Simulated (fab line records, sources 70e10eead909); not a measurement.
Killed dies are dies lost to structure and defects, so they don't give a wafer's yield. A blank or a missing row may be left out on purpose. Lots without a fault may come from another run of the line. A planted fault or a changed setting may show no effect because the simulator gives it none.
Which tool did it? | flow nand_harc | 13 lots, 39 wafers sampled, at 5 steps of a route of 1302

WHAT THE GAUGES READ, wafer by wafer
NHARC_THIN_TSV_CD_MEAS_33: target cd 5000 nm. Usual: cd_nm 5000.6 nm, standard deviation 2.1.
lot  | measured     | on        | cd_nm (nm)           | flag
L257 | day 23 22:31 | cd_sem-03 | 5000.3 5005.2 5002.9 |
L258 | day 24 10:57 | cd_sem-03 | 5002.2 4996.2 5003.3 |
L259 | day 24 09:40 | cd_sem-02 | 5000.7 5001.8 4999.2 |
L260 | day 25 08:47 | cd_sem-01 | 5002.5 4998.4 4999.8 |
L261 | day 25 23:38 | cd_sem-01 | 5000.3 4997.7 4998.3 |
L264 | day 27 08:47 | cd_sem-01 | 4999.6 4999.4 4997.1 |
L269 | day 30 01:21 | cd_sem-01 | 5000.8 4997.0 4996.9 |
L271 | day 30 03:59 | cd_sem-03 | 4997.8 5001.7 5000.1 |
L272 | day 30 02:31 | cd_sem-03 | 5000.9 5002.2 5002.8 |
L275 | day 31 07:38 | cd_sem-01 | 5000.8 4998.6 5000.0 |
L276 | day 32 09:57 | cd_sem-01 | 5004.9 5000.3 5001.2 |
L278 | day 32 18:49 | cd_sem-02 | 4995.6 5001.8 5000.1 |
L280 | day 34 19:59 | cd_sem-03 | 5000.6 4998.1 4997.2 |

NHARC_END_SORT_01. Usual: killed_at_array 56, standard deviation 17; killed_at_other 1.2, standard deviation 1.4; killed_at_periphery 4, standard deviation 3.2; killed_dies 61, standard deviation 16; killed_open 3.6, standard deviation 2.1; killed_short 2.7, standard deviation 1.8.
lot  | measured     | on        | killed_at_array | killed_at_other | killed_at_periphery | killed_dies | killed_open | killed_short | flag
L269 | day 30 10:35 | prober-02 | 61 32 35        | 0 1 0           | 50 41 53            | 111 74 88   | 3 3 7       | 6 1 3        | OFF
L271 | day 30 10:31 | prober-01 | 47 53 74        | 0 4 2           | 49 37 80            | 96 94 156   | 2 6 4       | 1 4 2        | OFF

WHICH TOOL RAN EACH LOT (tool, then ch and the chambers of the sampled wafers, then the start)
lot  | NHARC_P_CONTACT_ALD_22              | NHARC_A_BONDPAD_ANNEAL_28        | NHARC_THIN_TSV_DESCUM_14
L257 | ald_metal-04 ch 0,2,3, day 6 08:18  | rtp_anneal-02 ch 0, day 23 00:38 | rie_diel-09 ch 0,2,3, day 23 16:49
L258 | ald_metal-02 ch 0,1,2, day 6 14:46  | rtp_anneal-02 ch 0, day 23 16:18 | rie_diel-02 ch 0,1,3, day 24 05:07
L259 | ald_metal-04 ch 1,2,3, day 6 16:13  | rtp_anneal-01 ch 0, day 23 14:40 | rie_diel-02 ch 0,2,3, day 24 03:56
L260 | ald_metal-02 ch 1,3, day 7 10:44    | rtp_anneal-02 ch 0, day 24 10:31 | rie_diel-11 ch 1,2,3, day 25 03:02
L261 | ald_metal-04 ch 0,1,3, day 7 16:30  | rtp_anneal-02 ch 0, day 25 03:25 | rie_diel-11 ch 1,2,3, day 25 18:01
L264 | ald_metal-04 ch 2,3, day 8 21:47    | rtp_anneal-01 ch 0, day 26 12:26 | rie_diel-11 ch 0,3, day 27 03:02
L269 | ald_metal-04 ch 0,1,3, day 11 03:17 | rtp_anneal-01 ch 0, day 28 19:17 | rie_diel-02 ch 0,1,2, day 29 19:43
L271 | ald_metal-04 ch 0,1,2, day 12 02:22 | rtp_anneal-01 ch 0, day 29 03:49 | rie_diel-11 ch 0,1,3, day 29 22:11
L272 | ald_metal-03 ch 1,2, day 12 03:54   | rtp_anneal-02 ch 0, day 29 02:58 | rie_diel-09 ch 0,1,3, day 29 20:54
L275 | ald_metal-03 ch 0,2,3, day 13 13:27 | rtp_anneal-01 ch 0, day 30 12:23 | rie_diel-11 ch 1,2, day 31 01:52
L276 | ald_metal-03 ch 0,1, day 14 04:11   | rtp_anneal-01 ch 0, day 31 08:49 | rie_diel-11 ch 0,2,3, day 32 04:04
L278 | ald_metal-03 ch 1,2, day 14 19:41   | rtp_anneal-02 ch 0, day 31 21:58 | rie_diel-02 ch 1,2,3, day 32 13:05
L280 | ald_metal-04 ch 1,2,3, day 15 17:25 | rtp_anneal-01 ch 0, day 34 00:45 | rie_diel-11 ch 0,1, day 34 14:13
- NHARC_P_CONTACT_ALD_22: deposits TiN, target thk 3 nm, pulse time 1 s, ald cycles 150.
- NHARC_A_BONDPAD_ANNEAL_28: time 90 s.
- NHARC_THIN_TSV_DESCUM_14: chemistry O2, time 3 s.

WHAT THE TOOLS THEMSELVES READ (means of the sampled wafers that have a number; where no wafer has one, the mark that the record gives instead)
NHARC_P_CONTACT_ALD_22. Usual: heater_power_w 1077 W, standard deviation 100; precursor_pulse_height_rel 1.002, standard deviation 0.021.
lot  | tool         | heater_power_w (W) | precursor_pulse_height_rel | flag
L257 | ald_metal-04 | 1006               | 1.006                      |
L258 | ald_metal-02 | 1115               | 1.028                      |
L259 | ald_metal-04 | 1022               | 0.979                      |
L260 | ald_metal-02 | 1134               | 0.996                      |
L261 | ald_metal-04 | 1042               | 0.997                      |
L264 | ald_metal-04 | 903                | 1.007                      |
L269 | ald_metal-04 | 1043               | 1.002                      |
L271 | ald_metal-04 | 1083               | 0.984                      |
L272 | ald_metal-03 | 1109               | 1.005                      |
L275 | ald_metal-03 | 1102               | 0.999                      |
L276 | ald_metal-03 | 1057               | 0.985                      |
L278 | ald_metal-03 | 1126               | 0.994                      |
L280 | ald_metal-04 | 1039               | 0.994                      |

NHARC_A_BONDPAD_ANNEAL_28. Usual: wafer_temp_C_max 226.24, standard deviation 0.3.
lot  | tool          | wafer_temp_C_max | flag
L257 | rtp_anneal-02 | 225.98           |
L258 | rtp_anneal-02 | 226.12           |
L259 | rtp_anneal-01 | 226.53           |
L260 | rtp_anneal-02 | 226.20           |
L261 | rtp_anneal-02 | 226.26           |
L264 | rtp_anneal-01 | 226.20           |
L269 | rtp_anneal-01 | 226.29           |
L271 | rtp_anneal-01 | 226.32           |
L272 | rtp_anneal-02 | 226.35           |
L275 | rtp_anneal-01 | 226.15           |
L276 | rtp_anneal-01 | 226.23           |
L278 | rtp_anneal-02 | 226.05           |
L280 | rtp_anneal-01 | 225.91           |

NHARC_THIN_TSV_DESCUM_14. Usual: chamber_pressure_mTorr 60.00 mTorr, standard deviation 0.054; drypump_motor_current_A 5.6 A, standard deviation 0.36; oes_product_au 1.005 a.u., standard deviation 0.014; rf_vpp_V 57.9 V, standard deviation 0.75; showerhead_plenum_p_Torr 1.90 Torr, standard deviation 0.063; throttle_valve_pct 11.310 %, standard deviation 0.0087.
lot  | tool        | chamber_pressure_mTorr (mTorr) | drypump_motor_current_A (A) | oes_product_au (a.u.) | rf_vpp_V (V) | showerhead_plenum_p_Torr (Torr) | throttle_valve_pct (%) | flag
L257 | rie_diel-09 | 59.97                          | 5.6                         | 1.008                 | 57.5         | 1.87                            | 11.305                 |
L258 | rie_diel-02 | 59.97                          | 5.7                         | 0.991                 | 58.2         | 1.89                            | 11.312                 |
L259 | rie_diel-02 | 60.00                          | 5.5                         | 0.990                 | 57.6         | 1.95                            | 11.311                 |
L260 | rie_diel-11 | 60.02                          | 5.6                         | 1.003                 | 57.4         | 1.89                            | 11.312                 |
L261 | rie_diel-11 | 60.04                          | 5.6                         | 1.001                 | 57.6         | 1.89                            | 11.318                 |
L264 | rie_diel-11 | 60.02                          | 5.4                         | 1.008                 | 57.6         | 1.89                            | 11.318                 |
L269 | rie_diel-02 | 60.01                          | 5.6                         | 1.008                 | 57.7         | 1.88                            | 11.315                 |
L271 | rie_diel-11 | 60.08                          | 5.7                         | 1.010                 | 57.6         | 1.89                            | 11.304                 |
L272 | rie_diel-09 | 59.99                          | 5.4                         | 0.986                 | 57.9         | 1.91                            | 11.311                 |
L275 | rie_diel-11 | 59.99                          | 5.8                         | 1.016                 | 58.3         | 1.89                            | 11.308                 |
L276 | rie_diel-11 | 60.03                          | 5.4                         | 1.005                 | 57.9         | 1.90                            | 11.309                 |
L278 | rie_diel-02 | 60.03                          | 5.8                         | 1.000                 | 57.6         | 1.93                            | 11.311                 |
L280 | rie_diel-11 | 59.98                          | 6.0                         | 1.016                 | 58.4         | 1.89                            | 11.311                 |

THE ANSWER, worked out from the rows above alone
Rule: a lot is off if the mean of its wafers that have a number lies more than 3 standard deviations from the usual mean. A lot without any number at a reading at which 4 lots or more have one is off too. The other lots that the step has rows for count as sound. The gauges are gone through in route order, then the tools' own readings, and for those a lot's mean is taken as printed above. The first step at which some lot is off is used, and at that step the reading that is off furthest; a lot without a number counts as furthest.
Off: L269, L271, at NHARC_END_SORT_01 (killed_at_periphery). Neither off nor sound, because the step has no rows for them: L257, L258, L259, L260, L261, L264, L272, L275, L276, L278, L280.
A tool fits if, at a process step before that reading, it ran every lot that is off, and no sound lot after the first of them. The gauges at NHARC_END_SORT_01 are tried like those tools. Can't be told from this: 2 tools fit, ald_metal-04 at NHARC_P_CONTACT_ALD_22, rtp_anneal-01 at NHARC_A_BONDPAD_ANNEAL_28.

WHAT THE SIMULATOR HAD PUT IN
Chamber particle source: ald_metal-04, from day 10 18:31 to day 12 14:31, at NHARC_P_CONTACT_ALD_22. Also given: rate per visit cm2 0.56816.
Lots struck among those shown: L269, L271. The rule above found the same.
